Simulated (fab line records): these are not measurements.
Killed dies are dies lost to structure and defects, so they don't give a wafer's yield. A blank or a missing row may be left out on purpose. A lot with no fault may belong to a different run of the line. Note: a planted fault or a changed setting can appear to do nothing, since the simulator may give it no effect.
Split-lot experiment || flow n5_finfet || 21 wafers read across 7 lots, on a route 1938 steps long

== ABOUT THE SPLIT ==
At N5_SD_EPI_N_ETCH_45 (etches SiOCN in CH3F/O2, target depth 6 nm), the setting target_depth_a was moved away from the recipe's 60 angstrom on 5 of the 21 wafers read, by +9.3% to +10.2%. All remaining wafers had this setting at the recipe value.

Reading taken at the split's own step.

== THE READING ==
etch.depth_nm (the simulator's own value, which no gauge read), in nm, at N5_SD_EPI_N_ETCH_45 (etches SiOCN in CH3F/O2, target depth 6 nm). The file gives no usual value for it. The 16 wafers here that ran the recipe average 5.919 nm, standard deviation 0.071 nm.

{"wafer": "L074.2", "tool, chamber at the split": "rie_diel-05, 1", "target_depth_a as run, angstrom": 66.03, "against the recipe": "+10.1%", "etch.depth_nm, nm": 6.619, "against lot-mates on the recipe": "+0.707"}
{"wafer": "L074.3", "tool, chamber at the split": "rie_diel-05, 3", "target_depth_a as run, angstrom": 60, "against the recipe": "recipe", "etch.depth_nm, nm": 5.991, "against lot-mates on the recipe": "-"}
{"wafer": "L074.4", "tool, chamber at the split": "rie_diel-05, 2", "target_depth_a as run, angstrom": 60, "against the recipe": "recipe", "etch.depth_nm, nm": 5.834, "against lot-mates on the recipe": "-"}
{"wafer": "L085.2", "tool, chamber at the split": "rie_diel-05, 1", "target_depth_a as run, angstrom": 65.55, "against the recipe": "+9.3%", "etch.depth_nm, nm": 6.507, "against lot-mates on the recipe": "+0.672"}
{"wafer": "L085.3", "tool, chamber at the split": "rie_diel-05, 0", "target_depth_a as run, angstrom": 65.55, "against the recipe": "+9.3%", "etch.depth_nm, nm": 6.678, "against lot-mates on the recipe": "+0.843"}
{"wafer": "L085.4", "tool, chamber at the split": "rie_diel-05, 2", "target_depth_a as run, angstrom": 60, "against the recipe": "recipe", "etch.depth_nm, nm": 5.835, "against lot-mates on the recipe": "-"}
{"wafer": "L086.1", "tool, chamber at the split": "rie_diel-05, 3", "target_depth_a as run, angstrom": 60, "against the recipe": "recipe", "etch.depth_nm, nm": 6.123, "against lot-mates on the recipe": "-"}
{"wafer": "L086.4", "tool, chamber at the split": "rie_diel-05, 2", "target_depth_a as run, angstrom": 60, "against the recipe": "recipe", "etch.depth_nm, nm": 5.867, "against lot-mates on the recipe": "-"}
{"wafer": "L086.6", "tool, chamber at the split": "rie_diel-05, 0", "target_depth_a as run, angstrom": 60, "against the recipe": "recipe", "etch.depth_nm, nm": 5.945, "against lot-mates on the recipe": "-"}
{"wafer": "L088.3", "tool, chamber at the split": "rie_diel-01, 3", "target_depth_a as run, angstrom": 60, "against the recipe": "recipe", "etch.depth_nm, nm": 5.885, "against lot-mates on the recipe": "-"}
{"wafer": "L088.4", "tool, chamber at the split": "rie_diel-01, 1", "target_depth_a as run, angstrom": 60, "against the recipe": "recipe", "etch.depth_nm, nm": 5.908, "against lot-mates on the recipe": "-"}
{"wafer": "L088.5", "tool, chamber at the split": "rie_diel-01, 1", "target_depth_a as run, angstrom": 60, "against the recipe": "recipe", "etch.depth_nm, nm": 5.869, "against lot-mates on the recipe": "-"}
{"wafer": "L091.1", "tool, chamber at the split": "rie_diel-03, 0", "target_depth_a as run, angstrom": 60, "against the recipe": "recipe", "etch.depth_nm, nm": 5.891, "against lot-mates on the recipe": "-"}
{"wafer": "L091.4", "tool, chamber at the split": "rie_diel-03, 1", "target_depth_a as run, angstrom": 60, "against the recipe": "recipe", "etch.depth_nm, nm": 5.946, "against lot-mates on the recipe": "-"}
{"wafer": "L091.5", "tool, chamber at the split": "rie_diel-03, 1", "target_depth_a as run, angstrom": 60, "against the recipe": "recipe", "etch.depth_nm, nm": 5.993, "against lot-mates on the recipe": "-"}
{"wafer": "L092.3", "tool, chamber at the split": "rie_diel-01, 1", "target_depth_a as run, angstrom": 66.1, "against the recipe": "+10.2%", "etch.depth_nm, nm": 6.517, "against lot-mates on the recipe": "+0.612"}
{"wafer": "L092.5", "tool, chamber at the split": "rie_diel-01, 1", "target_depth_a as run, angstrom": 60, "against the recipe": "recipe", "etch.depth_nm, nm": 5.905, "against lot-mates on the recipe": "-"}
{"wafer": "L092.6", "tool, chamber at the split": "rie_diel-01, 3", "target_depth_a as run, angstrom": 66.1, "against the recipe": "+10.2%", "etch.depth_nm, nm": 6.529, "against lot-mates on the recipe": "+0.624"}
{"wafer": "L095.2", "tool, chamber at the split": "rie_diel-01, 3", "target_depth_a as run, angstrom": 60, "against the recipe": "recipe", "etch.depth_nm, nm": 5.922, "against lot-mates on the recipe": "-"}
{"wafer": "L095.3", "tool, chamber at the split": "rie_diel-01, 1", "target_depth_a as run, angstrom": 60, "against the recipe": "recipe", "etch.depth_nm, nm": 5.853, "against lot-mates on the recipe": "-"}
{"wafer": "L095.5", "tool, chamber at the split": "rie_diel-01, 3", "target_depth_a as run, angstrom": 60, "against the recipe": "recipe", "etch.depth_nm, nm": 5.931, "against lot-mates on the recipe": "-"}

FIT RESULTS
A straight line over all 21 wafers: etch.depth_nm changes by +0.0663 nm for each +1% of target_depth_a; r = +0.97; the points scatter about the line by 0.077 nm.
The same after taking each lot's own level away (the mean of its wafers on the recipe; 21 wafers): +0.0702 nm for each +1%; r = +0.97; scatter 0.077 nm.
The reading moves by 0.71 nm for the largest change in target_depth_a, on that fit.
The span of the lots' own levels, 5.8350 to 5.9783 nm, comes to 2.0 times the standard deviation stated above.
The two slopes are in agreement: the lot-to-lot level therefore moves the slope only a little.
Check: with one of the wafers moved furthest among these (+10.2%) left out of the fit, the line predicts +0.743 nm for it against its lot-mates. Against them it came out at +0.612 nm.

== OTHER SPLITS ON THESE WAFERS ==
These wafers also went through other splits before the reading. Each is held against what the fit with the lots' levels taken away leaves over:
{"other split on the same wafers": "N5_ZERO_LAYER_PECVD_02 time_s", "wafers away from the commonest value": 8, "r with etch.depth_nm (lot level and that fit taken away)": "+0.07"}
{"other split on the same wafers": "N5_ZERO_LAYER_COAT_05 spin_rpm", "wafers away from the commonest value": 6, "r with etch.depth_nm (lot level and that fit taken away)": "+0.03"}
{"other split on the same wafers": "N5_PMOS_HMC_CHANNEL_EPI_COAT_31 spin_rpm", "wafers away from the commonest value": 6, "r with etch.depth_nm (lot level and that fit taken away)": -0.20}
{"other split on the same wafers": "N5_PMOS_HMC_CHANNEL_EPI_PEB_07 peb_time_s", "wafers away from the commonest value": 5, "r with etch.depth_nm (lot level and that fit taken away)": "+0.36"}
{"other split on the same wafers": "N5_FIN_SAQP_PECVD_06 time_s", "wafers away from the commonest value": 5, "r with etch.depth_nm (lot level and that fit taken away)": "+0.09"}

== FILE'S OWN FIT ==
etch.depth_nm changes by +0.0703 nm for each +1% of target_depth_a, r = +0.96.
